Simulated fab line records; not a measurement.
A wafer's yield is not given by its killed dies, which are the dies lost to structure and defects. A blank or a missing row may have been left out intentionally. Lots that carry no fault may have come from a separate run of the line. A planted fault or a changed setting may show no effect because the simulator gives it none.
Matching of chambers -- flow n5-finfet -- N5_SDB_HM_OPEN_20 on rie-diel-02: 4 sister chambers
The step chemistry CH3F/O2, target SiNx, stops on poly-Si, target depth 24 nm. 8 wafers are shown with their chamber, then 11 later ones without.

## WAFERS, EACH WITH ITS CHAMBER
wafer,chamber,drypump-motor-current-A (A),showerhead-plenum-p-Torr (Torr)
L079.5,3,5.7,2.05
L086.1,0,5.8,1.91
L086.3,1,5.3,2.03
L086.4,3,5.7,2.05
L091.3,2,6.2,2.09
L091.5,1,5.2,2.03
L091.6,2,6.2,2.09
L093.2,0,5.8,1.90

## WAFERS WITHOUT THEIR CHAMBER
wafer,drypump-motor-current-A (A),showerhead-plenum-p-Torr (Torr)
L093.4,5.2,2.02
L093.6,5.2,2.02
L092.1,5.7,2.04
L092.2,5.2,2.02
L092.3,6.2,2.09
L094.3,5.2,2.02
L094.5,6.2,2.09
L094.6,5.2,2.02
L097.1,5.6,2.04
L097.3,5.2,2.02
L097.6,5.8,1.90

## WHICH CHAMBER EACH WENT THROUGH
wafer,from the rows above,in truth
L093.4,1,1
L093.6,1,1
L092.1,3,3
L092.2,1,1
L092.3,2,2
L094.3,1,1
L094.5,2,2
L094.6,1,1
L097.1,3,3
L097.3,1,1
L097.6,0,0
Correctly placed: 11 of 11. Not placeable from these rows: 0. 0 placed wrongly.
How it was worked out, from the rows above alone: a wafer's distance from a chamber is the root of the sum, over the readings, of the square of ((its reading less the chamber's mean) divided by the reading's scatter). If the next closest chamber is less than 2 further off than the closest, the wafer can't be placed; otherwise it belongs to the closest. For every chamber, the mean is computed from those of its wafers that are shown. The scatter: the root of (the sum of the squares of (reading less its chamber's mean) over the shown wafers, divided by (wafers less chambers)).
